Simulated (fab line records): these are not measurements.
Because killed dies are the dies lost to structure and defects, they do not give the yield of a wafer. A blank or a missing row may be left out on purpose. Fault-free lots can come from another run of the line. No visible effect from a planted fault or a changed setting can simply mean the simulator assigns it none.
fab line records	flow nandHarc
record lots=12	wafers=36	lastDay=30
route steps=1302 shown P_STI@85 P_GATE@138 END@1302
lots untouched by any fault: they come from a run of this same line in which no faults occurred
startH: the number of hours between the record's first day and the start of the first shown wafer of the lot	waitH: hours from the lot's prior step to this one	" identical to the entry in the row above	L1.1+2: a single row standing in for several wafers	- no value, or no start given	* or withheld: withheld	< > ~ a bound
route shown NAME@n: NAME is a module with steps in the file, n the number in the route of the first one	usual: the fault-free wafers' mean and standard deviation	same: alike in all rows	chamber/n: place in a boat	sites: readings site by site	_std_site: the standard deviation of these	_edge_site: inner sites' mean taken away from outer sites' mean	radiusMm: how far each site lies from the wafer's centre	mask NAME#n: copy n	behind: the last tool/chamber to shape the wafer	hold: why the lot was held/for how many hours/how that ended	device: names the non-switching transistor (n, p or np)	end of line: at the end of the route, the tests of the same wafers	where a step has no rows: the recipe by itself	killed: not the wafer's yield, but the dies lost to structure and defects at the first sort	map: a wafer's dies, marking killed ones x, the rest . and places with no die _
set.NAME: the setting as run; set.NAME@STEP: as run at that earlier step	model.NAME: the simulator's own value behind a step, which no gauge read
a sample of lots followed through the steps of the route, with each step as a table and each wafer as a row
services: from which hour (startH, from the record's first day; less than 0 if before it) a tool's chamber was out of use, for how many hours, and why
## steps
# step NHARC_P_STI_INSPECT_11
# usual rawDefectCount=5.5/2.9
lot.wafer	tool	chamber	startH	waitH	rawDefectCount
L567.1	defectInspect-02	-	44.77	0.0	9
L567.3	"	-	"	"	6
L567.5	"	-	"	"	6
L568.2	defectInspect-02	-	53.82	0.0	2
L568.3	"	-	"	"	6
L568.4	"	-	"	"	10
L570.2	defectInspect-02	-	74.85	0.0	5
L570.5	"	-	"	"	7
L570.6	"	-	"	"	8
L572.1	defectInspect-02	-	96.33	0.0	3
L572.4	"	-	"	"	11
L572.6	"	-	"	"	11
L573.1	defectInspect-01	-	101.89	0.0	6
L573.4	"	-	"	"	5
L573.6	"	-	"	"	6
L574.1	defectInspect-01	-	118.10	0.0	10
L574.2	"	-	"	"	4
L574.5	"	-	"	"	4
L575.2	defectInspect-02	-	123.69	0.0	3
L575.3	"	-	"	"	11
L575.6	"	-	"	"	5
L576.3	defectInspect-02	-	134.66	0.0	3
L576.4	"	-	"	"	4
L576.5	"	-	"	"	6
L577.1	defectInspect-01	-	142.68	0.0	3
L577.2	"	-	"	"	0
L577.4	"	-	"	"	3
L579.1	defectInspect-01	-	162.49	0.0	6
L579.2	"	-	"	"	3
L579.5	"	-	"	"	8
L580.3	defectInspect-02	-	174.09	0.0	8
L580.5	"	-	"	"	5
L580.6	"	-	"	"	15
L581.1	defectInspect-02	-	184.63	0.0	10
L581.2	"	-	"	"	2
L581.3	"	-	"	"	6
# step NHARC_P_STI_CMP_21
# recipe tOverpolishS=20	targetThkNm=380.67
# usual edgeZonePressureFrac=1.000/0.0049	motorCurrentA=12.4/1.7	overpolishRunS=19.999/0.0096
lot.wafer	tool	chamber	startH	waitH	edgeZonePressureFrac	motorCurrentA	overpolishRunS
L567.1	cmp-04	0	62.12	0.4	1.003	10.2	19.995
L567.3	"	3	"	"	0.994	12.0	19.994
L567.5	"	1	"	"	0.998	16.7	19.982
L568.4	cmp-04	3	72.11	0.4	0.997	12.9	19.996
L568.2	"	1	"	"	1.000	16.4	19.987
L568.3	"	2	"	"	0.998	12.7	19.984
L570.2	cmp-04	0	95.36	0.4	0.995	10.3	20.012
L570.6	"	2	"	"	1.005	13.2	20.017
L570.5	"	3	"	"	0.997	12.0	19.993
L572.4	cmp-02	1	117.30	0.4	1.005	11.6	20.001
L572.1	"	2	"	"	1.002	10.7	20.002
L572.6	"	0	"	"	1.003	14.7	20.000
L573.1	cmp-03	3	121.99	0.4	1.000	12.6	19.996
L573.4	"	0	"	"	1.001	12.1	20.003
L573.6	"	3	"	"	0.995	12.7	20.014
L575.3	cmp-02	0	141.13	0.4	0.991	14.7	20.005
L575.2	"	3	"	"	0.996	10.4	19.989
L575.6	"	0	"	"	1.000	14.4	20.003
L574.1	cmp-04	3	141.15	0.4	0.996	11.7	20.005
L574.2	"	1	"	"	0.997	16.6	20.006
L574.5	"	3	"	"	0.993	12.1	20.009
L576.3	cmp-03	1	154.14	0.4	1.007	12.8	19.996
L576.4	"	3	"	"	1.001	12.2	20.008
L576.5	"	1	"	"	0.997	11.9	19.990
L577.2	cmp-02	2	160.10	0.4	1.001	11.2	19.991
L577.1	"	0	"	"	0.996	14.9	19.991
L577.4	"	1	"	"	1.005	11.6	20.009
L579.2	cmp-03	1	180.08	0.4	1.005	13.0	20.008
L579.1	"	2	"	"	1.002	12.7	19.996
L579.5	"	0	"	"	1.002	11.9	19.995
L581.3	cmp-02	2	207.40	0.4	1.003	10.4	19.988
L581.2	"	3	"	"	0.994	10.6	19.992
L581.1	"	1	"	"	1.001	12.2	20.022
L580.3	cmp-03	2	207.48	0.4	1.000	12.3	19.998
L580.5	"	3	"	"	0.993	12.1	20.002
L580.6	"	0	"	"	0.998	12.3	19.994
# step NHARC_P_GATE_EXPOSE_23
# recipe na=1.35	targetCdNm=120	doseMj=93.91	maskId=P_GATE
# usual focusOffsetNm=0.1/0.49
lot.wafer	tool	chamber	startH	waitH	mask	focusOffsetNm
L567.1	arfiScanner-02	0	92.53	-	P_GATE#0	1.2
L567.3	"	0	"	"	P_GATE#0	0.0
L567.5	"	0	"	"	P_GATE#0	0.3
L568.2	arfiScanner-01	0	107.21	-	P_GATE#0	-0.7
L568.3	"	0	"	"	P_GATE#0	0.2
L568.4	"	0	"	"	P_GATE#0	0.0
L570.2	arfiScanner-02	0	129.05	-	P_GATE#0	0.2
L570.5	"	0	"	"	P_GATE#0	0.2
L570.6	"	0	"	"	P_GATE#0	-0.2
L572.1	arfiScanner-01	0	151.07	-	P_GATE#0	-0.5
L572.4	"	0	"	"	P_GATE#0	-0.1
L572.6	"	0	"	"	P_GATE#0	-0.2
L573.1	arfiScanner-02	0	151.22	-	P_GATE#0	0.4
L573.4	"	0	"	"	P_GATE#0	-0.6
L573.6	"	0	"	"	P_GATE#0	0.1
L575.2	arfiScanner-02	0	173.94	-	P_GATE#0	0.3
L575.3	"	0	"	"	P_GATE#0	0.5
L575.6	"	0	"	"	P_GATE#0	0.2
L574.1	arfiScanner-03	0	174.09	-	P_GATE#0	0.6
L574.2	"	0	"	"	P_GATE#0	0.0
L574.5	"	0	"	"	P_GATE#0	0.3
L576.3	arfiScanner-02	0	189.56	-	P_GATE#0	0.0
L576.4	"	0	"	"	P_GATE#0	0.3
L576.5	"	0	"	"	P_GATE#0	-0.8
L577.1	arfiScanner-01	0	199.44	-	P_GATE#0	0.0
L577.2	"	0	"	"	P_GATE#0	0.1
L577.4	"	0	"	"	P_GATE#0	0.1
L579.1	arfiScanner-01	0	214.14	-	P_GATE#0	-0.3
L579.2	"	0	"	"	P_GATE#0	0.1
L579.5	"	0	"	"	P_GATE#0	0.4
L580.3	arfiScanner-01	0	241.58	-	P_GATE#0	0.0
L580.5	"	0	"	"	P_GATE#0	-0.5
L580.6	"	0	"	"	P_GATE#0	0.1
L581.1	arfiScanner-02	0	242.40	-	P_GATE_R1#0	0.8
L581.2	"	0	"	"	P_GATE_R1#0	0.2
L581.3	"	0	"	"	P_GATE_R1#0	0.7
# step NHARC_P_GATE_CD_MEAS_26
# recipe targetCdNm=120	landingEnergyEv=500
# usual cdNm=120.4/0.79
lot.wafer	tool	chamber	startH	waitH	cdNm
L567.1	cdSem-01	0	92.67	-	118.9
L567.3	"	0	"	"	119.9
L567.5	"	0	"	"	120.8
L568.2	cdSem-02	0	107.35	-	120.1
L568.3	"	0	"	"	120.5
L568.4	"	0	"	"	121.2
L570.2	cdSem-02	0	129.19	-	121.7
L570.5	"	0	"	"	119.3
L570.6	"	0	"	"	120.2
L572.1	cdSem-02	0	151.21	-	120.2
L572.4	"	0	"	"	119.7
L572.6	"	0	"	"	119.6
L573.1	cdSem-01	0	151.37	-	121.5
L573.4	"	0	"	"	121.7
L573.6	"	0	"	"	121.7
L575.2	cdSem-02	0	174.08	-	119.3
L575.3	"	0	"	"	120.0
L575.6	"	0	"	"	118.5
L574.1	cdSem-02	0	174.23	-	119.5
L574.2	"	0	"	"	121.1
L574.5	"	0	"	"	119.8
L576.3	cdSem-02	0	189.70	-	120.9
L576.4	"	0	"	"	120.1
L576.5	"	0	"	"	120.0
L577.1	cdSem-02	0	199.57	-	120.5
L577.2	"	0	"	"	119.0
L577.4	"	0	"	"	120.1
L579.1	cdSem-03	0	214.28	-	120.2
L579.2	"	0	"	"	120.8
L579.5	"	0	"	"	118.6
L580.3	cdSem-02	0	241.71	-	120.2
L580.5	"	0	"	"	121.2
L580.6	"	0	"	"	120.0
L581.1	cdSem-02	0	242.54	-	110.3
L581.2	"	0	"	"	111.0
L581.3	"	0	"	"	112.3
# step NHARC_P_GATE_ETCH_104
# recipe targetDepthA=600	timeS=withheld	cf4FlowSccm=100	chf3FlowSccm=30	arFlowSccm=0	rfW=500	biasW=200	chemistry=CF4/CHF3
# usual chamberPressureMTorr=24.999/0.023	drypumpMotorCurrentA=5.7/0.52	oesProductAu=0.956/0.021	rfVppV=370.9/1.8	showerheadPlenumPTorr=1.58/0.051	throttleValvePct=16.802/0.0087
lot.wafer	tool	chamber	startH	waitH	chamberPressureMTorr	drypumpMotorCurrentA	oesProductAu	rfVppV	showerheadPlenumPTorr	throttleValvePct
L567.3	rieDiel-03	0	92.95	0.1	24.972	4.8	0.934	371.8	1.64	16.809
L567.1	"	1	"	"	24.981	5.0	0.932	375.1	1.69	16.805
L567.5	"	3	"	"	25.024	6.7	0.918	373.3	1.65	16.808
L568.4	rieDiel-05	0	107.62	0.1	25.029	5.5	0.985	368.0	1.51	16.807
L568.3	"	1	"	"	25.015	6.3	0.967	371.2	1.59	16.798
L568.2	"	2	"	"	24.981	5.7	0.959	369.1	1.55	16.796
L570.2	rieDiel-03	1	129.46	0.1	25.022	5.0	0.989	376.0	1.69	16.801
L570.6	"	1	"	"	25.017	5.0	0.979	373.8	1.69	16.800
L570.5	"	2	"	"	24.982	6.3	0.978	370.1	1.54	16.800
L572.4	rieDiel-03	2	151.50	0.1	25.030	6.3	0.968	370.0	1.54	16.803
L572.1	"	3	"	"	25.000	6.7	0.979	371.2	1.65	16.798
L572.6	"	2	"	"	25.009	6.3	0.973	370.1	1.54	16.814
L573.4	rieDiel-08	1	151.65	0.1	25.004	5.7	0.969	370.9	1.57	16.804
L573.1	"	2	"	"	25.032	5.6	0.934	370.3	1.57	16.795
L573.6	"	0	"	"	24.981	5.8	0.964	368.0	1.54	16.800
L575.3	rieDiel-05	2	174.35	0.1	24.956	5.7	0.972	369.3	1.55	16.790
L575.2	"	1	"	"	24.979	6.3	0.952	370.8	1.59	16.806
L575.6	"	2	"	"	24.946	5.7	0.988	370.9	1.55	16.805
L574.1	rieDiel-03	1	174.50	0.1	25.018	5.0	0.933	375.7	1.69	16.807
L574.2	"	3	"	"	25.004	6.7	0.972	373.3	1.65	16.814
L574.5	"	0	"	"	24.990	4.8	0.944	371.6	1.64	16.803
L576.3	rieDiel-05	2	189.97	0.1	24.966	5.7	0.969	369.4	1.55	16.812
L576.4	"	0	"	"	25.018	5.5	0.966	367.7	1.51	16.812
L576.5	"	2	"	"	24.989	5.7	0.942	370.2	1.55	16.794
L577.2	rieDiel-05	0	199.85	0.1	24.976	5.5	0.983	369.0	1.51	16.802
L577.1	"	1	"	"	25.003	6.3	0.943	370.5	1.59	16.801
L577.4	"	2	"	"	24.978	5.6	0.968	370.6	1.55	16.805
L579.1	rieDiel-05	0	214.57	0.1	24.979	5.5	0.952	368.9	1.51	16.809
L579.2	"	1	"	"	25.029	6.4	0.949	370.3	1.59	16.791
L579.5	"	1	"	"	24.987	6.4	0.947	371.2	1.59	16.800
L580.3	rieDiel-08	0	241.98	0.1	24.948	5.8	0.949	368.8	1.54	16.796
L580.5	"	3	"	"	24.979	5.9	0.959	368.7	1.58	16.796
L580.6	"	0	"	"	24.999	5.8	0.940	371.2	1.54	16.798
L581.2	rieDiel-05	1	242.81	0.1	25.028	6.4	0.970	371.2	1.59	16.796
L581.3	"	3	"	"	25.004	5.4	0.967	371.4	1.56	16.805
L581.1	"	0	"	"	25.056	5.5	0.959	368.8	1.51	16.804
# step NHARC_END_SORT_01
# recipe tempC=25
# usual killedAtArray=56/20	killedAtOther=0.9/1.1	killedAtPeriphery=3.7/3	killedDies=61/21	killedOpen=2.9/1.6	killedShort=2.6/1.4
# same grossDies=677
lot.wafer	tool	chamber	startH	waitH	killedAtArray	killedAtOther	killedAtPeriphery	killedDies	killedOpen	killedShort
L581.1	prober-01	0	694.36	2.6	75	0	11	86	7	4
L581.2	prober-01	0	695.16	2.8	59	1	9	69	2	3
L580.3	prober-02	0	710.22	3.1	50	0	2	52	1	3
L580.5	prober-02	0	711.81	3.7	52	0	2	54	5	2
L580.6	prober-02	0	712.60	4.0	54	1	0	55	2	7
# killed by level:class
L581.1 A_SLIT:chamberFilmFlake=33 A_CHANNEL_HOLE_D1:chamberFilmFlake=27 P_GATE:chamberFilmFlake=6 A_ONON_D2:geometricParticle:open=3 A_CHANNEL_HOLE_D2:chamberFilmFlake=3 A_ONON_D2:geometricParticle:short=2 P_M0:geometricParticle:open=1 P_M2:geometricParticle:open=1
L581.2 A_SLIT:chamberFilmFlake=27 A_CHANNEL_HOLE_D1:chamberFilmFlake=17 A_CONTACT:chamberFilmFlake=7 A_WL_FILL:chamberFilmFlake=4 P_STI:chamberFilmFlake=3 P_GATE:chamberFilmFlake=3 A_ONON_D2:geometricParticle:short=2 P_GATE:geometricParticle:open=1
L580.3 A_CHANNEL_HOLE_D2:chamberFilmFlake=22 A_CHANNEL_HOLE_D1:chamberFilmFlake=8 A_CONTACT:chamberFilmFlake=8 A_BLC:chamberFilmFlake=3 A_ZERO_WELL:chamberFilmFlake=2 A_STAIRCASE:chamberFilmFlake=2 A_SLIT:chamberFilmFlake=2 P_M0:geometricParticle:short=1
L580.5 A_CHANNEL_HOLE_D2:chamberFilmFlake=16 A_CONTACT:chamberFilmFlake=13 A_CHANNEL_HOLE_D1:chamberFilmFlake=8 A_BLC:chamberFilmFlake=4 A_SLIT:chamberFilmFlake=3 A_ONON_D1:geometricParticle:open=2 A_STAIRCASE:chamberFilmFlake=2 P_STI:geometricParticle:open=1
L580.6 A_CHANNEL_HOLE_D2:chamberFilmFlake=21 A_CONTACT:chamberFilmFlake=7 A_CHANNEL_HOLE_D1:chamberFilmFlake=6 A_SLIT:chamberFilmFlake=5 A_DECK1_JOINT:chamberFilmFlake=2 A_STAIRCASE:chamberFilmFlake=2 A_SOURCE_PLATE:geometricParticle:short=1 A_ONON_D1:geometricParticle:short=1
## services
tool	chamber	startH	hours	kind
rieDiel-08	1	45.95	7.3	repair
rieDiel-05	-	52.96	9.0	pm
cmp-04	-	63.28	0.9	repair
cmp-03	-	64.00	4.0	pm
cmp-03	-	73.45	1.9	repair
arfiScanner-01	-	80.00	4.0	pm
rieDiel-03	2	83.60	3.6	repair
arfiScanner-01	-	93.76	0.2	repair
cmp-02	-	99.83	1.3	repair
rieDiel-03	-	104.97	9.0	pm
cmp-04	-	111.00	4.0	pm
rieDiel-05	2	118.33	6.6	repair
rieDiel-05	0	132.21	8.8	repair
cmp-02	-	134.74	4.0	pm
arfiScanner-02	-	140.00	4.0	pm
rieDiel-03	1	146.73	4.7	repair
rieDiel-03	3	153.09	8.0	repair
cmp-03	-	162.00	4.0	pm
rieDiel-05	-	189.25	0.5	repair
rieDiel-03	-	190.71	3.3	repair
cmp-03	-	197.96	3.4	repair
cmp-04	-	206.27	2.0	repair
rieDiel-05	-	229.96	9.0	pm
cmp-02	-	232.74	4.0	pm
## key
firstSign step=NHARC_P_GATE_EXPOSE_23	reading=mask	direction=changed
effect step=NHARC_P_GATE_CD_MEAS_26	reading=cdNm	direction=down	sigmas=12	usual=120.4	struck=111.2
metAt NHARC_P_GATE_EXPOSE_23
struckLots L581
testerLeftOut L581
notActingAt NHARC_P_STI_INSPECT_11,NHARC_P_STI_CMP_21,NHARC_P_GATE_ETCH_104
onsetBetween 189.56 242.40
fault kind=wrongMask	tool=any	chamber=-	onsetH=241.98	steps=NHARC_P_GATE_EXPOSE_23	auxCopy=P_GATE_R1#0	cdOffsetNm=-10.423	scope=struckLotsOnly
# testerLeftOut: of these lots the tester's yield and bins aren't shown, on N5 and GAA mostly nor the transistor test; their killed dies are dies lost to structure and defects alone, not to doping, threshold or leakage, so they don't give the yield
